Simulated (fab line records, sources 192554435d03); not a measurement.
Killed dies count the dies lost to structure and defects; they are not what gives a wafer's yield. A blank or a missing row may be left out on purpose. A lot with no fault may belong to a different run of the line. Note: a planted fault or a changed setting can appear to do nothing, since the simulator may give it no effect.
Comparing a struck lot with a sound one -- flow n5-finfet -- 13 steps out of a route of 1938
Sound: these wafers, L915.2, L915.4, L915.6. Struck: wafers L897.1, L897.3, L897.6. The cause is given at the end.
Order at every step that has rows: each side's tool, ch and its chambers, its first start. Under that, the readings that differ: sound wafers -- struck wafers -- difference of the means -- sigmas: that difference in standard deviations of wafers without a fault.
alike: words and numbers the same on both sides, and readings whose means are apart by under 2 such deviations; not compared: readings that were withheld, readings missing a value for some wafer, numbers with overlapping values and no deviation given by the record, and bounds like >300 which may hide the same value.
The two part at a step that has a row with sigmas, a row that says differs or no value, or rows on one side only. Numbers that have no deviation but don't overlap get no sigmas and don't part them. Lack of a reading on every wafer of one side parts them only where that side has two or more wafers.

first, 9 steps without rows for these wafers: N5_BEOL_M0_SAQP_PEB_38 (peb time 60 s); N5_BEOL_M0_SAQP_DEVELOP_39 (develop time 30 s); N5_BEOL_M0_SAQP_DESCUM_45 (chemistry O2, time 7 s); N5_BEOL_M0_SAQP_ETCH_88 (etches underlayer in N2/H2, target depth 6.5 nm, time 5.2 s); N5_BEOL_M0_SAQP_ETCH_73 (etches SiARC in CF4, target depth 19.5 nm, time 32.5 s); N5_BEOL_M0_SAQP_CUT_ETCH_46 (etches SOC in N2/H2, target depth 135 nm, overetch 27 nm, time 202.5 s); N5_BEOL_M0_SAQP_STRIP_74 (strips in N2/H2); N5_BEOL_M0_SAQP_STRIP_89 (strips in N2/H2); N5_BEOL_M0_SAQP_ALD_48 (deposits SiO2, target thk 20 nm, pulse time 1 s, co reactant pulse time 1 s).
N5_BEOL_M0_SAQP_ETCH_49: etches SiO2 in CF4/O2, target depth 37 nm.
  sound on rie-diel-06 ch 0,2,3, day 11 10:25; struck on rie-diel-03 ch 0,3, day 6 14:23
  no value came back on the struck wafers for any of 8 readings (O2_flow_sccm (sccm), bias-w (W) and others); on the sound wafers O2_flow_sccm (sccm) reads 10.03 9.98 10.01
reading,sound,struck,difference,sigmas
model.SOC_of_BEOL_M0_SAQP_COAT_69.thk-nm (nm),71.2 70.6 71.2,90.4 90.4 90.2,+19.3,
model.BEOL_M0_SAQP.feature-depth-nm (nm),36.6 37.2 36.4,31 30.4 29.6,-6,
model.SiO2_of_BEOL_M0_SAQP_ALD_48.thk-nm (nm),15 14.4 15.2,20 20 20,+5,
  not compared: rf-hours-counter-h
N5_BEOL_M0_SAQP_STRIP_75: strips in CF4.
  sound on rie-diel-06 ch 0,2,3, day 11 10:31; struck on rie-diel-03 ch 0,3, day 6 14:29
reading,sound,struck,difference,sigmas
oes-product-au (a.u.),0.170 0.173 0.175,0.831 0.752 0.753,+0.606,+43
model.SiO2_of_BEOL_M0_SAQP_ALD_48.thk-nm (nm),14.8 14 14.8,19.6 19.8 19.8,+5.2,
  alike: chamber-pressure-mTorr, drypump-motor-current-A, rf-vpp-V, showerhead-plenum-p-Torr, throttle-valve-pct
  not compared: rf-hours-counter-h
N5_BEOL_M4_RC_MEAS_101:
  the record has rows for the sound wafers here (prober-02 ch 0, day 14 18:53) and none for the struck ones
-- the record jumps here: 8 days lie between the struck wafers' starts before and after (it left off in module BEOL_M4 and takes up again in module PASSIVATION, whose first step shown is number 1936 of the route) --
N5_PASSIVATION_PROBE_49:
  only the struck wafers here have rows in the record (prober-01, day 14 20:22); the sound ones have none

## WHERE THEY PART
Last at N5_PASSIVATION_PROBE_49 as far as this record goes, first at N5_BEOL_M0_SAQP_ETCH_49.

WHY: what the simulator had put in
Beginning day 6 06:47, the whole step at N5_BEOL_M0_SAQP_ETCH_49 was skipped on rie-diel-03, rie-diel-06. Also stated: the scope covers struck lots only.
